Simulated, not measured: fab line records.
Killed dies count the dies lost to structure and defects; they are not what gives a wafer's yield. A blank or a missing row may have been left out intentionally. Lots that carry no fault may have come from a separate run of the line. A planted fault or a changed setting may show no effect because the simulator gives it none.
Which of the tools did it? | flow n5-finfet | 24 lots with 72 wafers sampled at 6 steps, on a route of 1938 steps

== WHAT EACH GAUGE READ, for each wafer ==
N5_SD_EPI_N_CD_MEAS_09: the cd target is 120 nm. Usual: 120.1 nm for cd-nm, sd 0.63.
lot  | measured    | on        | cd-nm (nm)        | flag
L074 | day 3 02:54 | cd-sem-02 | 120.2 119.7 119.8 |
L075 | day 3 08:27 | cd-sem-02 | 119.4 119.6 119.5 |
L076 | day 3 13:24 | cd-sem-02 | 119.7 119.7 119.6 |
L077 | day 3 18:00 | cd-sem-01 | 120.8 120.8 120.9 |
L078 | day 4 02:00 | cd-sem-03 | 120.5 121.6 121.5 |
L079 | day 4 07:59 | cd-sem-03 | 120.3 120.0 120.5 |
L080 | day 4 12:18 | cd-sem-01 | 121.3 120.9 120.7 |
L081 | day 4 18:17 | cd-sem-02 | 119.9 119.9 120.1 |
L082 | day 5 05:27 | cd-sem-03 | 121.6 120.7 120.4 |
L083 | day 5 08:25 | cd-sem-01 | 119.8 120.6 119.6 |
L084 | day 5 16:32 | cd-sem-03 | 120.4 120.9 119.4 |
L085 | day 5 21:53 | cd-sem-02 | 120.3 119.6 119.7 |
L086 | day 6 08:26 | cd-sem-03 | 121.0 120.0 121.4 |
L087 | day 6 08:58 | cd-sem-03 | 118.3 119.7 119.6 |
L088 | day 6 15:28 | cd-sem-02 | 120.2 120.1 120.5 |
L089 | day 6 18:38 | cd-sem-03 | 119.4 119.5 119.9 |
L090 | day 7 02:29 | cd-sem-03 | 119.6 119.7 120.2 |
L091 | day 7 06:25 | cd-sem-02 | 118.7 120.5 119.6 |
L092 | day 7 13:04 | cd-sem-01 | 120.6 120.4 119.8 |
L093 | day 7 21:08 | cd-sem-01 | 121.3 120.6 119.7 |
L094 | day 8 03:14 | cd-sem-02 | 120.1 119.1 119.9 |
L095 | day 8 06:25 | cd-sem-03 | 119.2 120.3 120.6 |
L096 | day 8 12:24 | cd-sem-02 | 120.3 120.2 120.6 |
L097 | day 8 23:58 | cd-sem-03 | 120.4 121.4 120.3 |

N5_SD_EPI_N_OVL_MEAS_10. Usual: SD_N_BLK_OVL gives 0.6 nm (standard deviation 0.96).
lot  | measured    | on         | SD_N_BLK_OVL (nm) | flag
L074 | day 3 02:56 | overlay-02 | 0.5 0.3 0.2       |
L075 | day 3 08:29 | overlay-02 | 1.5 1.3 1.0       |
L076 | day 3 13:26 | overlay-02 | -0.4 0.2 -0.3     |
L077 | day 3 18:02 | overlay-02 | 1.2 0.9 0.8       |
L078 | day 4 02:02 | overlay-02 | -1.6 1.9 0.3      |
L079 | day 4 08:01 | overlay-01 | 0.2 0.7 -0.1      |
L080 | day 4 12:20 | overlay-01 | 0.9 1.4 2.0       |
L081 | day 4 18:20 | overlay-01 | 1.8 1.0 1.8       |
L082 | day 5 05:29 | overlay-02 | 1.5 1.6 1.5       |
L083 | day 5 08:27 | overlay-02 | 0.8 0.0 0.7       |
L084 | day 5 16:34 | overlay-02 | -0.7 -1.7 0.2     |
L085 | day 5 21:55 | overlay-02 | 1.4 1.7 2.1       |
L086 | day 6 08:28 | overlay-02 | -0.9 0.6 -0.1     |
L087 | day 6 08:59 | overlay-02 | 0.5 0.6 1.4       |
L088 | day 6 15:30 | overlay-01 | 0.6 0.1 -0.4      |
L089 | day 6 18:40 | overlay-02 | 1.1 -0.3 1.1      |
L090 | day 7 02:31 | overlay-02 | -0.1 0.6 -0.5     |
L091 | day 7 06:26 | overlay-01 | -0.9 -1.7 -0.3    |
L092 | day 7 13:06 | overlay-01 | 1.1 1.7 1.5       |
L093 | day 7 21:10 | overlay-01 | 2.1 1.2 1.1       |
L094 | day 8 03:16 | overlay-02 | 0.8 1.6 1.9       |
L095 | day 8 06:27 | overlay-02 | 0.5 -0.2 -0.1     |
L096 | day 8 12:26 | overlay-01 | -0.5 -0.8 0.6     |
L097 | day 8 23:59 | overlay-02 | 0.8 -0.2 0.2      |

== WHAT TOOL EACH LOT RAN ON (gives the tool, then ch and the chambers of the sampled wafers, and finally the start) ==
lot  | N5_WELL_APT_DESCUM_13             | N5_WELL_APT_DESCUM_30             | N5_STI_FIN_REVEAL_CMP_04     | N5_STI_FIN_REVEAL_RECESS_09
L074 | rie-diel-01 ch 2,3, day 1 13:57   | rie-diel-03 ch 0,1,3, day 1 15:12 | cmp-01 ch 1,2,3, day 2 08:55 | vapor-etch-01 ch 0,1, day 2 10:11
L075 | rie-diel-01 ch 0,1,3, day 1 19:58 | rie-diel-06 ch 2,3, day 1 21:12   | cmp-02 ch 0,2, day 2 16:07   | vapor-etch-02 ch 0,1, day 2 16:55
L076 | rie-diel-01 ch 0,3, day 2 02:00   | rie-diel-01 ch 0,3, day 2 03:23   | cmp-04 ch 1,2,3, day 2 21:31 | vapor-etch-01 ch 0, day 2 23:47
L077 | rie-diel-06 ch 1,2, day 2 08:02   | rie-diel-01 ch 1,2,3, day 2 09:10 | cmp-04 ch 0,1,2, day 3 02:55 | vapor-etch-01 ch 0,1, day 3 03:39
L078 | rie-diel-06 ch 1,3, day 2 14:05   | rie-diel-01 ch 0,1,2, day 2 15:33 | cmp-02 ch 1,2,3, day 3 09:52 | vapor-etch-01 ch 0,1, day 3 11:09
L079 | rie-diel-01 ch 0,1,2, day 2 19:52 | rie-diel-03 ch 1,2, day 2 20:59   | cmp-04 ch 0,2,3, day 3 15:16 | vapor-etch-01 ch 0,1, day 3 16:02
L080 | rie-diel-06 ch 1,2, day 3 01:47   | rie-diel-01 ch 2,3, day 3 02:55   | cmp-01 ch 0,1, day 3 20:57   | vapor-etch-01 ch 0,1, day 3 21:42
L081 | rie-diel-06 ch 1,2,3, day 3 07:56 | rie-diel-03 ch 0,1, day 3 09:12   | cmp-04 ch 2,3, day 4 02:47   | vapor-etch-02 ch 0,1, day 4 03:34
L082 | rie-diel-03 ch 0,1,2, day 3 14:15 | rie-diel-03 ch 0,2, day 3 15:31   | cmp-02 ch 0,1,3, day 4 12:52 | vapor-etch-02 ch 0,1, day 4 13:43
L083 | rie-diel-06 ch 0,1,3, day 3 19:59 | rie-diel-01 ch 1,2, day 3 21:07   | cmp-01 ch 0,1,3, day 4 16:57 | vapor-etch-02 ch 0,1, day 4 18:21
L084 | rie-diel-03 ch 0,2, day 4 01:54   | rie-diel-06 ch 0,2,3, day 4 03:08 | cmp-01 ch 0,2,3, day 4 23:52 | vapor-etch-02 ch 0,1, day 5 00:39
L085 | rie-diel-06 ch 0,1,3, day 4 07:50 | rie-diel-01 ch 0,2,3, day 4 09:34 | cmp-01 ch 1,2,3, day 5 06:38 | vapor-etch-01 ch 0,1, day 5 07:34
L086 | rie-diel-06 ch 0,3, day 4 13:56   | rie-diel-03 ch 0,3, day 4 15:04   | cmp-01 ch 0,3, day 5 14:40   | vapor-etch-01 ch 0,1, day 5 15:38
L087 | rie-diel-06 ch 1,2,3, day 4 20:21 | rie-diel-06 ch 0,1,3, day 4 21:37 | cmp-04 ch 0,2, day 5 17:59   | vapor-etch-01 ch 0,1, day 5 18:46
L088 | rie-diel-06 ch 1,2,3, day 5 01:49 | rie-diel-06 ch 1,2, day 5 02:56   | cmp-02 ch 0,1,3, day 5 21:31 | vapor-etch-02 ch 0,1, day 5 23:11
L089 | rie-diel-01 ch 0,3, day 5 07:55   | rie-diel-06 ch 0,2, day 5 09:10   | cmp-01 ch 0,1, day 6 03:23   | vapor-etch-02 ch 0,1, day 6 04:22
L090 | rie-diel-01 ch 0,1,2, day 5 13:49 | rie-diel-03 ch 0,2,3, day 5 15:04 | cmp-01 ch 1,2,3, day 6 10:48 | vapor-etch-01 ch 0,1, day 6 12:34
L091 | rie-diel-03 ch 0,1,2, day 5 20:08 | rie-diel-01 ch 1,2,3, day 5 21:32 | cmp-01 ch 0,1,2, day 6 16:07 | vapor-etch-01 ch 0,1, day 6 16:59
L092 | rie-diel-03 ch 1,3, day 6 01:42   | rie-diel-03 ch 2,3, day 6 02:49   | cmp-01 ch 0,1,3, day 6 21:49 | vapor-etch-02 ch 0,1, day 6 22:40
L093 | rie-diel-01 ch 0,1,2, day 6 07:46 | rie-diel-03 ch 1,3, day 6 09:08   | cmp-02 ch 0,1,2, day 7 02:53 | vapor-etch-01 ch 0,1, day 7 03:49
L094 | rie-diel-06 ch 0,2, day 6 13:38   | rie-diel-06 ch 0,2, day 6 14:46   | cmp-01 ch 0,1, day 7 08:30   | vapor-etch-02 ch 0,1, day 7 09:29
L095 | rie-diel-03 ch 1,2, day 6 20:15   | rie-diel-01 ch 0,3, day 6 21:22   | cmp-01 ch 0,3, day 7 15:07   | vapor-etch-02 ch 0,1, day 7 16:41
L096 | rie-diel-06 ch 0,2,3, day 7 01:55 | rie-diel-06 ch 0,3, day 7 03:15   | cmp-01 ch 0,2,3, day 7 21:53 | vapor-etch-02 ch 0,1, day 7 22:48
L097 | rie-diel-06 ch 1,3, day 7 07:53   | rie-diel-03 ch 0,1, day 7 09:22   | cmp-01 ch 0,1,2, day 8 07:35 | vapor-etch-02 ch 0,1, day 8 08:25
- N5_WELL_APT_DESCUM_13: chemistry O2, time 7.9 s.
- N5_WELL_APT_DESCUM_30: chemistry O2, time 7.9 s.
- N5_STI_FIN_REVEAL_CMP_04: polishes, stops on Si3N4, t overpolish 4 s, target thk 131.83 nm.
- N5_STI_FIN_REVEAL_RECESS_09: chemistry HF/NH3, target SiO2, afs cycles 11, target depth 42.5 nm, sublimation time 60 s.

== AS READ BY THE TOOLS THEMSELVES (means over the sampled wafers that have a number; for cases with no such wafer, the mark the record gives instead) ==
N5_WELL_APT_DESCUM_13. Usual: drypump-motor-current-A 5.7 A, standard deviation 0.38; oes-product-au 0.75 a.u., standard deviation 0.071; rf-vpp-V 243.1 V, standard deviation 1.3; showerhead-plenum-p-Torr 2.09 Torr, standard deviation 0.067; throttle-valve-pct 20.53 %, standard deviation 0.23.
lot  | tool        | drypump-motor-current-A (A) | oes-product-au (a.u.) | rf-vpp-V (V) | showerhead-plenum-p-Torr (Torr) | throttle-valve-pct (%) | flag
L074 | rie-diel-01 | 5.6                         | 0.77                  | 244.0        | 2.11                            | 20.46                  |
L075 | rie-diel-01 | 5.4                         | 0.77                  | 243.1        | 2.10                            | 20.57                  |
L076 | rie-diel-01 | 5.5                         | 0.78                  | 244.6        | 2.15                            | 20.32                  |
L077 | rie-diel-06 | 5.4                         | 0.72                  | 243.9        | 2.13                            | 20.46                  |
L078 | rie-diel-06 | 5.5                         | 0.68                  | 242.5        | 2.05                            | 20.64                  |
L079 | rie-diel-01 | 5.5                         | 0.74                  | 242.0        | 2.09                            | 20.61                  |
L080 | rie-diel-06 | 5.4                         | 0.72                  | 243.8        | 2.13                            | 20.46                  |
L081 | rie-diel-06 | 5.4                         | 0.70                  | 242.7        | 2.08                            | 20.56                  |
L082 | rie-diel-03 | 5.6                         | 0.73                  | 242.3        | 2.05                            | 20.64                  |
L083 | rie-diel-06 | 5.8                         | 0.72                  | 242.6        | 2.04                            | 20.52                  |
L084 | rie-diel-03 | 5.5                         | 0.74                  | 241.7        | 2.01                            | 20.60                  |
L085 | rie-diel-06 | 5.8                         | 0.73                  | 242.3        | 2.04                            | 20.53                  |
L086 | rie-diel-06 | 6.2                         | 0.76                  | 242.8        | 2.03                            | 20.59                  |
L087 | rie-diel-06 | 5.4                         | 0.69                  | 243.2        | 2.08                            | 20.57                  |
L088 | rie-diel-06 | 5.5                         | 0.69                  | 243.4        | 2.08                            | 20.58                  |
L089 | rie-diel-01 | 5.5                         | 0.76                  | 244.1        | 2.12                            | 20.43                  |
L090 | rie-diel-01 | 5.5                         | 0.73                  | 243.4        | 2.08                            | 20.64                  |
L091 | rie-diel-03 | 5.6                         | 0.71                  | 242.0        | 2.04                            | 20.67                  |
L092 | rie-diel-03 | 6.3                         | 0.79                  | 245.2        | 2.19                            | 20.34                  |
L093 | rie-diel-01 | 5.6                         | 0.72                  | 242.9        | 2.08                            | 20.63                  |
L094 | rie-diel-06 | 6.1                         | 0.75                  | 242.8        | 2.07                            | 20.53                  |
L095 | rie-diel-03 | 5.8                         | 0.89                  | 245.5        | 2.20                            | 20.46                  |
L096 | rie-diel-06 | 5.8                         | 0.80                  | 242.6        | 2.08                            | 20.52                  |
L097 | rie-diel-06 | 5.5                         | 0.96                  | 242.7        | 2.04                            | 20.06                  |

N5_WELL_APT_DESCUM_30. Usual: drypump-motor-current-A 5.7 A, standard deviation 0.41; oes-product-au 0.75 a.u., standard deviation 0.062; rf-vpp-V 243.1 V, standard deviation 1.4; showerhead-plenum-p-Torr 2.09 Torr, standard deviation 0.072; throttle-valve-pct 20.54 %, standard deviation 0.22.
lot  | tool        | drypump-motor-current-A (A) | oes-product-au (a.u.) | rf-vpp-V (V) | showerhead-plenum-p-Torr (Torr) | throttle-valve-pct (%) | flag
L074 | rie-diel-03 | 5.9                         | 0.80                  | 243.0        | 2.14                            | 20.42                  |
L075 | rie-diel-06 | 5.4                         | 0.70                  | 243.6        | 2.09                            | 20.73                  |
L076 | rie-diel-01 | 5.5                         | 0.78                  | 244.0        | 2.15                            | 20.32                  |
L077 | rie-diel-01 | 5.5                         | 0.74                  | 242.8        | 2.07                            | 20.66                  |
L078 | rie-diel-01 | 5.5                         | 0.76                  | 242.6        | 2.09                            | 20.60                  |
L079 | rie-diel-03 | 5.7                         | 0.71                  | 243.2        | 2.10                            | 20.67                  |
L080 | rie-diel-01 | 5.7                         | 0.74                  | 243.7        | 2.09                            | 20.52                  |
L081 | rie-diel-03 | 5.6                         | 0.72                  | 243.1        | 2.12                            | 20.60                  |
L082 | rie-diel-03 | 5.6                         | 0.73                  | 241.4        | 1.99                            | 20.67                  |
L083 | rie-diel-01 | 5.5                         | 0.72                  | 242.2        | 2.04                            | 20.86                  |
L084 | rie-diel-06 | 5.8                         | 0.73                  | 242.6        | 2.08                            | 20.63                  |
L085 | rie-diel-01 | 5.6                         | 0.75                  | 243.5        | 2.12                            | 20.44                  |
L086 | rie-diel-03 | 5.8                         | 0.79                  | 243.5        | 2.09                            | 20.40                  |
L087 | rie-diel-06 | 5.8                         | 0.72                  | 242.4        | 2.04                            | 20.53                  |
L088 | rie-diel-06 | 5.4                         | 0.70                  | 243.0        | 2.08                            | 20.39                  |
L089 | rie-diel-06 | 6.1                         | 0.76                  | 243.2        | 2.07                            | 20.51                  |
L090 | rie-diel-03 | 5.9                         | 0.76                  | 243.2        | 2.07                            | 20.51                  |
L091 | rie-diel-01 | 5.5                         | 0.72                  | 242.6        | 2.06                            | 20.70                  |
L092 | rie-diel-03 | 6.0                         | 0.75                  | 242.2        | 2.04                            | 20.60                  |
L093 | rie-diel-03 | 6.0                         | 0.74                  | 244.8        | 2.17                            | 20.53                  |
L094 | rie-diel-06 | 6.1                         | 0.75                  | 242.8        | 2.07                            | 20.53                  |
L095 | rie-diel-01 | 5.5                         | 0.75                  | 244.3        | 2.14                            | 20.38                  |
L096 | rie-diel-06 | 5.8                         | 0.89                  | 243.1        | 2.04                            | 20.47                  |
L097 | rie-diel-03 | 5.5                         | 0.71                  | 241.8        | 2.06                            | 20.60                  |

N5_STI_FIN_REVEAL_CMP_04. Usual: motor-current-A 8.0 A, standard deviation 1; overpolish-run-s 4.000 s, standard deviation 0.0092; time-to-endpoint-s 103 s, standard deviation 5.
lot  | tool   | motor-current-A (A) | overpolish-run-s (s) | time-to-endpoint-s (s) | flag
L074 | cmp-01 | 8.0                 | 4.004                | 108                    |
L075 | cmp-02 | 8.4                 | 4.007                | 98                     |
L076 | cmp-04 | 8.0                 | 3.999                | 97                     |
L077 | cmp-04 | 7.8                 | 3.996                | 102                    |
L078 | cmp-02 | 8.2                 | 3.997                | 100                    |
L079 | cmp-04 | 8.3                 | 3.995                | 105                    |
L080 | cmp-01 | 6.8                 | 3.994                | 106                    |
L081 | cmp-04 | 8.7                 | 4.002                | 95                     |
L082 | cmp-02 | 8.6                 | 4.002                | 99                     |
L083 | cmp-01 | 7.4                 | 4.000                | 105                    |
L084 | cmp-01 | 8.3                 | 4.000                | 108                    |
L085 | cmp-01 | 8.1                 | 3.994                | 108                    |
L086 | cmp-01 | 7.7                 | 4.007                | 104                    |
L087 | cmp-04 | 8.1                 | 4.005                | 105                    |
L088 | cmp-02 | 8.6                 | 3.988                | 96                     |
L089 | cmp-01 | 7.0                 | 3.992                | 104                    |
L090 | cmp-01 | 8.2                 | 4.006                | 107                    |
L091 | cmp-01 | 7.6                 | 3.997                | 104                    |
L092 | cmp-01 | 7.7                 | 4.001                | 112                    |
L093 | cmp-02 | 8.8                 | 4.004                | 101                    |
L094 | cmp-01 | 6.9                 | 3.994                | 101                    |
L095 | cmp-01 | 7.6                 | 4.005                | 101                    |
L096 | cmp-01 | 8.4                 | 3.992                | 107                    |
L097 | cmp-01 | 7.9                 | 3.996                | 109                    |

N5_STI_FIN_REVEAL_RECESS_09. Usual: 5.75 A for drypump-motor-current-A, sd 0.3.
lot  | tool          | drypump-motor-current-A (A) | flag
L074 | vapor-etch-01 | 5.57                        |
L075 | vapor-etch-02 | 5.79                        |
L076 | vapor-etch-01 | 5.43                        |
L077 | vapor-etch-01 | 5.54                        |
L078 | vapor-etch-01 | 5.57                        |
L079 | vapor-etch-01 | 5.58                        |
L080 | vapor-etch-01 | 5.69                        |
L081 | vapor-etch-02 | 5.98                        |
L082 | vapor-etch-02 | 5.98                        |
L083 | vapor-etch-02 | 5.97                        |
L084 | vapor-etch-02 | 6.00                        |
L085 | vapor-etch-01 | 5.56                        |
L086 | vapor-etch-01 | 5.69                        |
L087 | vapor-etch-01 | 5.71                        |
L088 | vapor-etch-02 | 5.99                        |
L089 | vapor-etch-02 | 5.78                        |
L090 | vapor-etch-01 | 5.71                        |
L091 | vapor-etch-01 | 5.56                        |
L092 | vapor-etch-02 | 5.97                        |
L093 | vapor-etch-01 | 5.70                        |
L094 | vapor-etch-02 | 5.99                        |
L095 | vapor-etch-02 | 5.78                        |
L096 | vapor-etch-02 | 5.98                        |
L097 | vapor-etch-02 | 6.00                        |

== THE ANSWER, worked out from the rows above alone ==
Rule: take the mean of a lot's wafers that have a number; if it is more than 3 standard deviations from the usual mean, the lot is off. A lot without any number at a reading at which 4 lots or more have one is off too. Any other lot the step has rows for is counted as sound. The gauges are gone through in route order, then the tools' own readings, and for those a lot's mean is taken as printed above. The first step at which some lot is off is used, and at that step the reading that is off furthest; a lot without a number counts as furthest.
Across all readings shown, no lot is off: no conclusion can be drawn from this.

== WHAT THE SIMULATOR PUT IN ==
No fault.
